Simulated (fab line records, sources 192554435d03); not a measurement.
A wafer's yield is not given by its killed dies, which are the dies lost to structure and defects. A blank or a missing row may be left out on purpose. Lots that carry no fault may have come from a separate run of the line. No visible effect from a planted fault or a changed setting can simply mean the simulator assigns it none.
A lot that was struck, set against a sound lot + flow n5-finfet + 42 out of 1938 route steps
Sound: these wafers, L602.2, L602.3, L602.5. Struck: wafer L618.1 (left out: L618.3, L618.6 of the same lot, which were not struck); the cause appears at the end.
Order at every step that has rows: each side's tool, ch and its chambers, its first start. Under that, the readings that differ: sound wafers + struck wafers + difference of the means + sigmas: that difference in standard deviations of wafers without a fault.
alike: a reading whose means differ by less than 2 such deviations, as well as words and numbers matching on both sides. not compared: withheld readings; readings where some wafer has no value; bounds like >300 that might hide an equal value; numbers whose values overlap and for which the record gives no deviation.
Wherever a step has rows on one side only, a row that says differs or no value, or a row with sigmas, the two part there. Numbers that have no deviation but don't overlap get no sigmas and don't part them. A reading missing from all wafers of one side parts the sides only when that side holds two or more wafers.

first, 1 step without rows for these wafers: N5_BEOL_M5_TRENCH_ETCH_37 (etches SiCOH lowk in C4F6/O2, target depth 71.652 nm, time 24.7 s).
N5_BEOL_M5_ETCH_41: etches SiCN in CH3F/O2, target depth 31.5 nm, time 56.7 s.
  sound: rie-diel-02 ch 0,1,2; struck: rie-diel-03 ch 0
| reading                | sound             | struck | difference | sigmas |
|------------------------|-------------------|--------|------------|--------|
| throttle-valve-pct (%) | 16.81 16.34 15.94 | 15.85  | -0.51      | -2     |
  alike: CH3F_flow_sccm, drypump-motor-current-A, oes-product-au, rf-vpp-V, showerhead-plenum-p-Torr
  not compared: rf-hours-counter-h
then, 1 step without rows for these wafers: N5_BEOL_M5_STRIP_91 (strips in N2/H2, time 10 s).
N5_BEOL_M5_OCD_MEAS_38:
  sound on ocd-01, day 9 05:04; struck on ocd-01, day 13 19:15
  alike: trench-depth-nm
then, 4 steps without rows for these wafers: N5_BEOL_M5_HM_STRIP_39 (strips TiN in peroxide tin strip, target depth 25 nm, time 158 s); N5_BEOL_M5_SRD_40 (time 30 s); N5_BEOL_M5_PRECLEAN_42 (cleans in residue remover, time 60 s); N5_BEOL_M5_SRD_43 (time 30 s).
N5_BEOL_M5_CD_MEAS_35: target cd 28 nm, target cd y 24 nm.
  sound on cd-sem-03, day 9 05:13; struck on cd-sem-03, day 13 19:24
  alike: cd-nm
then, 3 steps without rows for these wafers: N5_BEOL_M5_CURE_80 (cures SiCOH lowk, time 120 s); N5_BEOL_M5_DEGAS_44 (time 60 s); N5_BEOL_M5_PRE_CLEAN_45 (time 30 s).
N5_BEOL_M5_ALD_86: deposits TaN, pulse time 2 s, purge time 3 s, co reactant purge time 2 s.
  sound on ald-metal-01 ch 0,1,3, day 9 06:01; struck on ald-metal-04 ch 3, day 13 20:12
  alike: heater-power-outer-w, heater-power-w
N5_BEOL_M5_SURFACE_TREAT_87:
  sound on pvd-sputter-03, day 9 06:17; struck on pvd-sputter-03, day 13 20:32
  not compared: throttle-valve-pct
then, 1 step without rows for these wafers: N5_BEOL_M5_CVD_47 (deposits Co from CCTBA/H2, target thk 3 nm, time 216 s).
N5_BEOL_M5_SPUTTER_48: material Cu, target thk 15 nm, time 27.62 s.
  sound on pvd-sputter-03, day 9 06:52; struck on pvd-sputter-02, day 13 20:49
  alike: throttle-valve-pct
N5_BEOL_M5_ANNEAL_49: time 1800 s.
  sound on pvd-sputter-03, day 9 06:56; struck on pvd-sputter-02, day 13 20:54
  alike: heater-power-w
then, 2 steps without rows for these wafers: N5_BEOL_M5_SPUTTER_81 (material Cu, target thk 15 nm, time 27.62 s); N5_BEOL_M5_ANNEAL_82 (time 1800 s).
N5_BEOL_M5_SPUTTER_83: material Cu, target thk 15 nm, time 27.62 s.
  sound on pvd-sputter-03, day 9 09:02; struck on pvd-sputter-02, day 13 22:59
  alike: throttle-valve-pct
then, 7 steps without rows for these wafers: N5_BEOL_M5_ANNEAL_84 (time 1800 s); N5_BEOL_M5_SPUTTER_88 (material Cu, target thk 15 nm, time 27.62 s); N5_BEOL_M5_ANNEAL_89 (time 1800 s); N5_BEOL_M5_SPUTTER_90 (material Cu, target thk 4.5 nm, time 8.29 s); N5_BEOL_M5_ECD_50 (material Cu, target thk 300 nm); N5_BEOL_M5_ANNEAL_51 (time 90 s); N5_BEOL_M5_CMP_52 (polishes, stops on SiCOH lowk, t overpolish 6.9 s, target thk 62 nm).
N5_BEOL_M5_THK_MEAS_53: measures by xrf.
  sound on film-metro-02, day 9 12:00; struck on film-metro-02, day 14 02:04
  alike: M5_THK
then, 4 steps without rows for these wafers: N5_BEOL_M5_PRE_CLEAN_77 (time 15 s); N5_BEOL_M5_CO_CAP_78 (material Co, precursor CCTBA/H2, target thk 2 nm, time 102.1 s); N5_BEOL_M5_PRE_CLEAN_55 (time 15 s); N5_BEOL_M5_DEP_56 (deposits SiCN from 3MS/NH3, target thk 8 nm, time 14 s).
N5_BEOL_M5_RS_MEAS_57: measures by four-point-probe.
  sound on film-metro-02, day 9 12:16; struck on film-metro-01, day 14 02:19
  alike: M5_RS
then, 2 steps without rows for these wafers: N5_BEOL_M6_ILD_DEP_00 (deposits SiCOH lowk from DEMS/porogen, target thk 179.75 nm, time 33.4 s); N5_BEOL_M6_CURE_74 (cures SiCOH lowk, time 240 s).
N5_BEOL_M6_THK_MEAS_01:
  sound on film-metro-01, day 9 12:54; struck on film-metro-02, day 14 02:58
  alike: M6_ILD_THK
then, 5 steps without rows for these wafers: N5_BEOL_M6_PECVD_70 (deposits SiO2 from TEOS/O2, target thk 20 nm, time 22.7 s); N5_BEOL_M6_HM_DEP_02 (deposits TiN, target thk 20 nm); N5_BEOL_M6_COAT_59 (time 60 s, resist thk 100 nm); N5_BEOL_M6_COAT_60 (time 60 s, resist thk 35 nm); N5_BEOL_M6_COAT_05 (resist thk 90 nm).
-- a jump in the record: the struck wafers' starts before and after are 4 days apart (it breaks off in module BEOL_M6 and resumes in module PASSIVATION, where the first step shown is number 1936 of the route) --
N5_PASSIVATION_PROBE_49:
  the record has rows for the struck wafers here (prober-02, day 17 16:26) and none for the sound ones

== WHERE THEY PART ==
First at N5_BEOL_M5_ETCH_41; last, within this record, at N5_PASSIVATION_PROBE_49.

WHY: what the simulator had put in
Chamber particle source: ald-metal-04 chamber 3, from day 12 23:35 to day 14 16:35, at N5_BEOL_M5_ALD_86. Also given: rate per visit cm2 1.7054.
